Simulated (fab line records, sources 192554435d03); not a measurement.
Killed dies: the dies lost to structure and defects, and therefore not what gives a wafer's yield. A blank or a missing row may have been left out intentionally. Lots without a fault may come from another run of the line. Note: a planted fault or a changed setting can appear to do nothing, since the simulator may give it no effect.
fab line records -- flow n5Finfet
[record] lots = 7, wafers = 19, lastDay = 19
route steps=1938 shown GATE_CUT@480 BEOL_M4@1111
lots untouched by any fault: they come from a run of this same line in which no faults occurred
startH: start of the lot's first displayed wafer, in hours after the record's first day -- waitH: hours from the lot's prior step to this one -- " repeats the value in the row above -- L1.1+2: a single row standing in for several wafers -- - no value, or no start was given -- * or withheld: withheld -- < > ~ a bound
route shown NAME@n: names a module that has steps shown in the file, with the first one's number in the route -- usual: mean and standard deviation over wafers with no fault -- same: alike in all rows -- chamber/n: place in a boat -- sites: readings site by site -- _std_site: their standard deviation -- _edge_site: mean of outer sites minus mean of inner sites -- radiusMm: for every site, how far away it sits from the centre of the wafer -- mask NAME#n: copy n -- behind: the most recent tool/chamber to have shaped the wafer -- hold: the reason the lot was held/the length of the hold in hours/how it ended -- device: names the non-switching transistor (n, p or np) -- end of line: tests of these same wafers at the route's end -- where a step has no rows: the recipe by itself -- killed: not the wafer's yield, but the dies lost to structure and defects at the first sort -- map: per-die view of a wafer (x killed, . not killed, _ where there is no die)
set.NAME: setting as actually run; set.NAME@STEP: the setting as run at that earlier step -- model.NAME: the simulator's own value behind a step, which no gauge read
lots seen at some steps along the route; tables by step, rows by wafer
services: the hour from which a tool's chamber was out of use, counted from the record's first day as startH (under 0 if before that day), plus the number of hours and why
[[steps]]
[step N5_GATE_CUT_COAT_27]
[recipe] resist = underlayer, tempC = 205, timeS = 60, spinRpm = 1500, resistThkNm = 10
[step N5_GATE_CUT_COAT_07]
[recipe] resist = CAR-EUV, spinRpm = 1500, resistThkNm = 30
[step N5_GATE_CUT_EBR_09]
[recipe] solvent = PGMEA, ebrWidthMm = 1.5
[step N5_GATE_CUT_SOFTBAKE_08]
[recipe] tempC = 110, timeS = 60, resist = CAR-EUV
[step N5_GATE_CUT_EXPOSE_10]
[recipe] maskId = GATE_CUT, na = 0.33, sourceShape = annular, sigmaInner = 0.35, sigmaOuter = 0.8, polarization = unpolarized, targetCdNm = 20, doseMj = 43.25
[step N5_GATE_CUT_PEB_11]
[recipe] pebTempC = 100, pebTimeS = 60, resist = CAR-EUV
[step N5_GATE_CUT_DEVELOP_12]
[recipe] developTimeS = 30, developer = TMAH, resist = CAR-EUV, rinseLiquid = surfactantRinse, dry = airSpin, devTempC = 23
[step N5_GATE_CUT_CD_MEAS_13]
[recipe] targetCdNm = 20, landingEnergyEv = 500, detector = seInlens
[usual] cdNm = 19.98/0.23
lot.wafer,tool,chamber,startH,waitH,cdNm
L840.1,cdSem-02,0,102.45,-,19.94
L840.3,cdSem-02,0,102.45,-,19.76
L840.4,cdSem-02,0,102.45,-,19.38
L842.4,cdSem-03,0,114.99,-,20.19
L842.6,cdSem-03,0,114.99,-,20.36
L843.4,cdSem-03,0,120.95,-,19.63
L843.6,cdSem-03,0,120.95,-,20.21
L850.2,cdSem-03,0,162.04,-,19.69
L850.3,cdSem-03,0,162.04,-,19.55
L850.5,cdSem-03,0,162.04,-,19.86
L853.1,cdSem-03,0,178.20,-,20.00
L853.4,cdSem-03,0,178.20,-,19.98
L853.5,cdSem-03,0,178.20,-,19.97
L855.3,cdSem-01,0,190.49,-,19.80
L855.4,cdSem-01,0,190.49,-,20.13
L855.5,cdSem-01,0,190.49,-,19.57
L857.4,cdSem-03,0,216.17,-,19.83
L857.5,cdSem-03,0,216.17,-,20.09
L857.6,cdSem-03,0,216.17,-,20.01
[step N5_GATE_CUT_OVL_MEAS_14]
[recipe] pointsPerWafer = 522
[usual] GATE_CUT_OVL = 0.2/0.68
lot.wafer,tool,chamber,startH,waitH,GATE_CUT_OVL[nm]
L840.1,overlay-01,0,102.48,0.0,0.3
L840.3,overlay-01,0,102.48,0.0,0.2
L840.4,overlay-01,0,102.48,0.0,-1.3
L842.4,overlay-02,0,115.04,0.0,1.0
L842.6,overlay-02,0,115.04,0.0,1.1
L843.4,overlay-02,0,121.00,0.0,0.7
L843.6,overlay-02,0,121.00,0.0,0.4
L850.2,overlay-01,0,162.08,0.0,0.3
L850.3,overlay-01,0,162.08,0.0,0.1
L850.5,overlay-01,0,162.08,0.0,-0.2
L853.1,overlay-02,0,178.23,0.0,-0.5
L853.4,overlay-02,0,178.23,0.0,0.3
L853.5,overlay-02,0,178.23,0.0,-0.4
L855.3,overlay-01,0,190.53,0.0,-0.1
L855.4,overlay-01,0,190.53,0.0,-1.1
L855.5,overlay-01,0,190.53,0.0,1.0
L857.4,overlay-01,0,216.22,0.0,-0.4
L857.5,overlay-01,0,216.22,0.0,1.0
L857.6,overlay-01,0,216.22,0.0,-0.1
[step N5_GATE_CUT_INSPECT_15]
[recipe] mode = adi, inspectInstrument = brightfield
[usual] rawDefectCount = 124/36
lot.wafer,tool,chamber,startH,waitH,rawDefectCount
L840.1,defectInspect-02,-,102.54,0.1,159
L840.3,defectInspect-02,-,102.54,0.1,189
L840.4,defectInspect-02,-,102.54,0.1,194
L842.4,defectInspect-02,-,115.08,0.0,90
L842.6,defectInspect-02,-,115.08,0.0,146
L843.4,defectInspect-02,-,121.04,0.0,87
L843.6,defectInspect-02,-,121.04,0.0,86
L850.2,defectInspect-01,-,162.13,0.0,110
L850.3,defectInspect-01,-,162.13,0.0,116
L850.5,defectInspect-01,-,162.13,0.0,90
L853.1,defectInspect-01,-,178.29,0.1,154
L853.4,defectInspect-01,-,178.29,0.1,141
L853.5,defectInspect-01,-,178.29,0.1,134
L855.3,defectInspect-01,-,190.58,0.0,89
L855.4,defectInspect-01,-,190.58,0.0,142
L855.5,defectInspect-01,-,190.58,0.0,131
L857.4,defectInspect-02,-,216.26,0.0,131
L857.5,defectInspect-02,-,216.26,0.0,252
L857.6,defectInspect-02,-,216.26,0.0,199
[step N5_GATE_CUT_DESCUM_18]
[recipe] chemistry = O2, timeS = 7, sourcePowerW = 50, biasPowerW = 20, pressureMtorr = 20, rfFrequencyHz = 2.712e+07, tempC = 40, resist = CAR-EUV, o2FlowSccm = 225
[usual] drypumpMotorCurrentA = 5.5/0.48, oesProductAu = 0.78/0.089, rfVppV = 243.0/1.4, showerheadPlenumPTorr = 2.08/0.078, throttleValvePct = 20.47/0.21
lot.wafer,tool,chamber,startH,waitH,drypumpMotorCurrentA,oesProductAu,rfHoursCounterH,rfVppV,showerheadPlenumPTorr,throttleValvePct
L840.1,rieDiel-03,2,102.57,0.0,5.3,0.72,213,241.2,1.99,20.61
L840.3,rieDiel-03,0,102.57,0.0,4.7,0.89,17,243.4,2.06,20.16
L840.4,rieDiel-03,2,102.57,0.0,5.3,0.72,-,240.9,1.99,20.60
L842.4,rieDiel-03,0,115.46,0.4,4.7,0.87,-,243.5,2.05,20.19
L842.6,rieDiel-03,2,115.46,0.4,5.3,0.72,-,241.7,1.99,20.61
L843.4,rieDiel-03,2,121.09,0.0,5.3,0.72,-,241.5,1.98,20.61
L843.6,rieDiel-03,0,121.09,0.0,4.7,0.88,-,242.6,2.05,20.20
L850.2,rieDiel-02,2,162.16,0.0,6.0,0.75,158,243.6,2.19,20.54
L850.3,rieDiel-02,3,162.16,0.0,5.8,0.79,85,242.8,2.02,20.72
L850.5,rieDiel-02,2,162.16,0.0,6.0,0.74,-,244.4,2.19,20.54
L853.1,rieDiel-03,3,178.33,0.0,5.5,0.94,13,244.0,2.24,20.24
L853.4,rieDiel-03,1,178.33,0.0,6.0,0.72,218,245.3,2.16,20.51
L853.5,rieDiel-03,1,178.33,0.0,6.0,0.72,-,243.2,2.16,20.52
L855.3,rieDiel-03,2,190.61,0.0,5.3,0.70,240,241.1,1.98,20.65
L855.4,rieDiel-03,0,190.61,0.0,4.7,0.83,44,242.4,2.05,20.23
L855.5,rieDiel-03,0,190.61,0.0,4.7,0.83,-,244.2,2.05,20.21
L857.4,rieDiel-03,0,216.29,0.0,4.8,0.84,50,242.5,2.04,20.23
L857.5,rieDiel-03,0,216.29,0.0,4.8,0.84,-,241.0,2.04,20.23
L857.6,rieDiel-03,1,216.29,0.0,6.0,0.71,-,243.1,2.15,20.53
[step N5_GATE_CUT_ETCH_28]
[recipe] chemistry = N2/H2, target = underlayer, targetDepthA = 130, maskMaterial = CAR-EUV, timeS = 10.4, ionEnergyEv = 200, pressureMtorr = 30, sourceW = 840, biasW = 150, n2FlowSccm = 200, h2FlowSccm = 200, ends = cleared
[usual] drypumpMotorCurrentA = 5.5/0.48, etchRfOnTimeS = 10.44/0.19, oesProductAu = 0.67/0.075, rfVppV = 523.3/2.8, showerheadPlenumPTorr = 2.53/0.095, throttleValvePct = 17.88/0.25
lot.wafer,tool,chamber,startH,waitH,drypumpMotorCurrentA,etchRfOnTimeS,oesProductAu,rfHoursCounterH,rfVppV,showerheadPlenumPTorr,throttleValvePct
L840.1,rieDiel-03,2,102.61,0.0,5.4,10.73,0.61,213,519.6,2.41,18.03
L840.3,rieDiel-03,0,102.61,0.0,4.7,10.56,0.76,17,521.9,2.50,17.52
L840.4,rieDiel-03,2,102.61,0.0,5.3,10.65,0.61,-,519.3,2.41,18.02
L842.4,rieDiel-03,0,115.49,0.0,4.8,10.63,0.74,-,523.1,2.49,17.54
L842.6,rieDiel-03,2,115.49,0.0,5.3,10.56,0.61,-,520.0,2.41,18.03
L843.4,rieDiel-03,2,121.12,0.0,5.3,10.60,0.61,-,520.8,2.41,18.04
L843.6,rieDiel-03,0,121.12,0.0,4.8,10.45,0.74,-,521.1,2.49,17.50
L850.2,rieDiel-02,2,162.20,0.0,6.0,10.31,0.64,158,527.5,2.64,17.82
L850.3,rieDiel-02,3,162.20,0.0,5.8,10.13,0.69,85,520.3,2.47,18.14
L850.5,rieDiel-02,2,162.20,0.0,6.0,10.32,0.64,-,527.1,2.64,17.83
L853.1,rieDiel-03,3,178.36,0.0,5.5,10.68,0.79,13,528.6,2.72,17.61
L853.4,rieDiel-03,1,178.36,0.0,6.0,10.42,0.61,218,527.6,2.62,18.09
L853.5,rieDiel-03,1,178.36,0.0,6.0,10.28,0.62,-,525.6,2.62,18.09
L855.3,rieDiel-03,2,190.64,0.0,5.3,10.75,0.60,240,519.4,2.40,18.07
L855.4,rieDiel-03,0,190.64,0.0,4.8,10.62,0.71,44,523.0,2.48,17.56
L855.5,rieDiel-03,0,190.64,0.0,4.8,10.71,0.70,-,522.5,2.48,17.58
L857.4,rieDiel-03,0,216.33,0.0,4.8,10.61,0.71,50,522.6,2.48,17.59
L857.5,rieDiel-03,0,216.33,0.0,4.7,10.63,0.70,-,520.6,2.48,17.58
L857.6,rieDiel-03,1,216.33,0.0,6.0,10.35,0.62,-,526.0,2.61,18.09
[step N5_GATE_CUT_ETCH_36]
[recipe] chemistry = CF4, target = SiARC, targetDepthA = 130, maskMaterial = CAR-EUV, timeS = 21.7, ionEnergyEv = 80, pressureMtorr = 40, sourceW = 545, biasW = 36, Ar_flow_sccm = 100, cf4FlowSccm = 100, ends = cleared
[usual] cf4FlowSccm = 99.94/0.28, drypumpMotorCurrentA = 5.5/0.49, etchRfOnTimeS = 21.8/0.41, oesProductAu = 0.67/0.076, rfVppV = 184.0/1.3, showerheadPlenumPTorr = 2.13/0.075, throttleValvePct = 15.65/0.24
lot.wafer,tool,chamber,startH,waitH,cf4FlowSccm,drypumpMotorCurrentA,etchRfOnTimeS,oesProductAu,rfHoursCounterH,rfVppV,showerheadPlenumPTorr,throttleValvePct
L840.1,rieDiel-03,2,102.63,0.0,100.07,5.3,22.5,0.61,213,181.9,2.03,15.81
L840.3,rieDiel-03,0,102.63,0.0,100.05,4.7,34.5,0.61,17,184.8,2.11,15.34
L840.4,rieDiel-03,2,102.63,0.0,100.04,5.3,35.0,0.50,-,182.1,2.03,15.80
L842.4,rieDiel-03,0,115.51,0.0,100.16,4.8,34.6,0.60,-,183.9,2.11,15.36
L842.6,rieDiel-03,2,115.51,0.0,99.98,5.3,22.4,0.60,-,184.5,2.03,15.81
L843.4,rieDiel-03,2,121.14,0.0,99.85,5.3,35.1,0.48,-,181.9,2.03,15.82
L843.6,rieDiel-03,0,121.14,0.0,99.97,4.8,22.5,0.74,-,182.8,2.11,15.36
L850.2,rieDiel-02,2,162.22,0.0,99.81,6.0,21.5,0.64,158,185.7,2.23,15.72
L850.3,rieDiel-02,3,162.22,0.0,99.88,5.8,21.2,0.69,85,183.6,2.08,15.92
L850.5,rieDiel-02,2,162.22,0.0,100.04,6.0,21.4,0.65,-,185.5,2.23,15.70
L853.1,rieDiel-03,3,178.38,0.0,99.83,5.5,22.0,0.79,13,185.8,2.27,15.33
L853.4,rieDiel-03,1,178.38,0.0,99.86,6.0,21.6,0.61,218,185.3,2.20,15.75
L853.5,rieDiel-03,1,178.38,0.0,99.70,6.0,21.5,0.61,-,184.7,2.20,15.72
L855.3,rieDiel-03,2,190.66,0.0,99.48,5.3,22.5,0.59,240,181.7,2.02,15.84
L855.4,rieDiel-03,0,190.66,0.0,100.22,4.8,22.1,0.71,44,183.6,2.10,15.40
L855.5,rieDiel-03,0,190.66,0.0,100.36,4.8,22.2,0.72,-,181.7,2.10,15.41
L857.4,rieDiel-03,0,216.35,0.0,99.89,4.8,22.0,0.71,50,183.7,2.10,15.42
L857.5,rieDiel-03,0,216.35,0.0,99.91,4.8,22.0,0.71,-,184.0,2.10,15.42
L857.6,rieDiel-03,1,216.35,0.0,100.14,6.0,21.2,0.61,-,184.2,2.20,15.75
[step N5_GATE_CUT_ETCH_37]
[recipe] chemistry = N2/H2, target = SOC, targetDepthA = 600, overetchA = 120, maskMaterial = SiARC, tempC = 40, timeS = 90, ionEnergyEv = 200, pressureMtorr = 30, sourceW = 840, biasW = 150, n2FlowSccm = 200, h2FlowSccm = 200
[usual] drypumpMotorCurrentA = 5.5/0.48, oesProductAu = 0.70/0.078, rfVppV = 523.5/2.8, showerheadPlenumPTorr = 2.53/0.095, throttleValvePct = 17.85/0.25
lot.wafer,tool,chamber,startH,waitH,drypumpMotorCurrentA,oesProductAu,rfHoursCounterH,rfVppV,showerheadPlenumPTorr,throttleValvePct
L840.1,rieDiel-03,2,102.65,0.0,5.3,0.65,213,520.3,2.41,18.00
L840.3,rieDiel-03,0,102.65,0.0,4.8,0.80,17,521.9,2.49,17.50
L840.4,rieDiel-03,2,102.65,0.0,5.3,0.65,-,518.7,2.41,18.01
L842.4,rieDiel-03,0,115.56,0.0,4.8,0.79,-,522.3,2.49,17.50
L842.6,rieDiel-03,2,115.56,0.0,5.3,0.65,-,520.2,2.41,18.02
L843.4,rieDiel-03,2,121.19,0.0,5.3,0.64,-,520.8,2.41,18.02
L843.6,rieDiel-03,0,121.19,0.0,4.7,0.78,-,521.7,2.49,17.52
L850.2,rieDiel-02,2,162.24,0.0,6.0,0.66,158,527.6,2.64,17.81
L850.3,rieDiel-02,3,162.24,0.0,5.8,0.71,85,521.4,2.47,18.11
L850.5,rieDiel-02,2,162.24,0.0,6.0,0.66,-,525.9,2.64,17.81
L853.1,rieDiel-03,3,178.41,0.0,5.5,0.83,13,529.2,2.72,17.59
L853.4,rieDiel-03,1,178.41,0.0,6.0,0.65,218,525.8,2.62,18.04
L853.5,rieDiel-03,1,178.41,0.0,6.0,0.65,-,525.7,2.62,18.05
L855.3,rieDiel-03,2,190.69,0.0,5.3,0.63,240,519.1,2.40,18.04
L855.4,rieDiel-03,0,190.69,0.0,4.7,0.75,44,521.6,2.48,17.53
L855.5,rieDiel-03,0,190.69,0.0,4.8,0.75,-,522.5,2.48,17.54
L857.4,rieDiel-03,0,216.37,0.0,4.8,0.75,50,522.3,2.48,17.56
L857.5,rieDiel-03,0,216.37,0.0,4.7,0.75,-,521.6,2.48,17.54
L857.6,rieDiel-03,1,216.37,0.0,6.0,0.64,-,525.1,2.61,18.07
[step N5_BEOL_M4_RC_MEAS_101]
[usual] DIBL_N = 36.6/1.3, DIBL_P = 36.4/1.4, IOFF_N = 0.167/0.023, IOFF_P = 0.219/0.029, ION_N = 678/8.7, ION_P = 464/6.4, SS_N = 71.5/0.53, SS_P = 73.4/0.57, VT_N = 248.5/2.8, VT_P = -249/3.1
lot.wafer,tool,chamber,startH,waitH,DIBL_N[mV/V],DIBL_P[mV/V],IOFF_N[nA/um],IOFF_P[nA/um],ION_N[uA/um],ION_P[uA/um],SS_N[mV/dec],SS_P[mV/dec],VT_N[mV],VT_P[mV]
L840.1,prober-02,0,193.10,0.0,38.4,37.2,0.204,0.264,692,470,72.3,74.5,241.0,-244
L840.3,prober-02,0,193.10,0.0,37.4,36.8,0.190,0.254,682,469,72.0,73.6,247.6,-245
L840.4,prober-02,0,193.10,0.0,37.6,36.5,0.193,0.266,691,471,72.0,74.0,243.1,-243
L842.4,prober-02,0,201.55,0.5,37.1,37.0,0.176,0.269,678,473,72.2,73.2,249.8,-245
L842.6,prober-02,0,201.55,0.5,35.3,34.9,0.135,0.232,676,473,71.5,73.0,255.2,-247
L843.4,prober-02,0,226.98,0.5,39.1,39.0,0.211,0.270,704,481,71.8,73.0,243.3,-246
L843.6,prober-02,0,226.98,0.5,38.8,38.6,0.201,0.251,690,470,71.6,73.9,244.8,-250
L850.2,prober-01,0,305.21,0.2,35.7,36.6,0.159,0.191,667,450,71.9,73.6,249.2,-252
L850.3,prober-01,0,305.21,0.2,36.3,38.4,0.188,0.209,673,454,72.4,74.0,247.2,-252
L850.5,prober-01,0,305.21,0.2,36.1,37.4,0.176,0.202,665,452,72.1,73.8,249.8,-252
L853.1,prober-01,0,317.01,0.0,37.2,37.2,0.163,0.187,680,456,72.4,73.7,249.8,-254
L853.4,prober-01,0,317.01,0.0,37.2,35.9,0.156,0.166,675,453,71.6,73.3,249.5,-256
L853.5,prober-01,0,317.01,0.0,35.4,35.4,0.139,0.165,676,454,71.5,72.6,250.3,-256
L855.3,prober-02,0,332.46,0.3,37.4,37.9,0.195,0.265,686,471,72.3,73.7,244.1,-246
L855.4,prober-02,0,332.46,0.3,36.1,34.9,0.162,0.215,683,465,71.0,73.5,247.0,-247
L855.5,prober-02,0,332.46,0.3,36.1,36.2,0.167,0.238,683,472,70.9,74.1,245.4,-247
L857.4,prober-01,0,334.99,0.5,36.9,35.3,0.148,0.176,676,458,71.3,73.2,249.4,-254
L857.5,prober-01,0,334.99,0.5,37.7,36.3,0.158,0.191,680,457,71.2,73.0,250.6,-251
L857.6,prober-01,0,334.99,0.5,37.2,35.9,0.148,0.179,669,458,71.5,73.4,251.7,-255
[[services]]
tool,chamber,startH,hours,kind
rieDiel-02,1,86.29,-,clean
rieDiel-02,1,86.29,-,consumableReplace:focusRing
rieDiel-02,1,86.29,15.5,scheduledDown
rieDiel-02,1,86.29,15.5,ventCycle
rieDiel-03,1,92.93,14.9,repair
rieDiel-02,0,102.04,-,clean
rieDiel-02,0,102.04,-,consumableReplace:focusRing
rieDiel-02,0,102.04,16.1,scheduledDown
rieDiel-02,0,102.04,16.1,ventCycle
rieDiel-03,3,108.35,-,clean
rieDiel-03,3,108.35,-,consumableReplace:focusRing
rieDiel-03,3,108.35,-,consumableReplace:showerhead
rieDiel-03,3,108.35,18.4,scheduledDown
rieDiel-03,3,108.35,18.4,ventCycle
rieDiel-03,1,145.19,1.6,repair
rieDiel-03,-,177.21,0.8,repair
rieDiel-02,2,214.00,6.4,repair
[[key]]
[firstSign] step = N5_GATE_CUT_ETCH_36, reading = etchRfOnTimeS, direction = up, sigmas = 32, usual = *, struck = *
effect none on later readings
metAt N5_GATE_CUT_ETCH_36
struckWafers L840.3,L840.4,L842.4,L843.4
[fault] kind = processParameterDrift, tool = rieDiel-03, chamber = -, onsetH = 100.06, steps = N5_GATE_CUT_ETCH_36, channel = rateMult, offset = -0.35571, shape = step, endH = 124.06, scope = struckWafersOnly
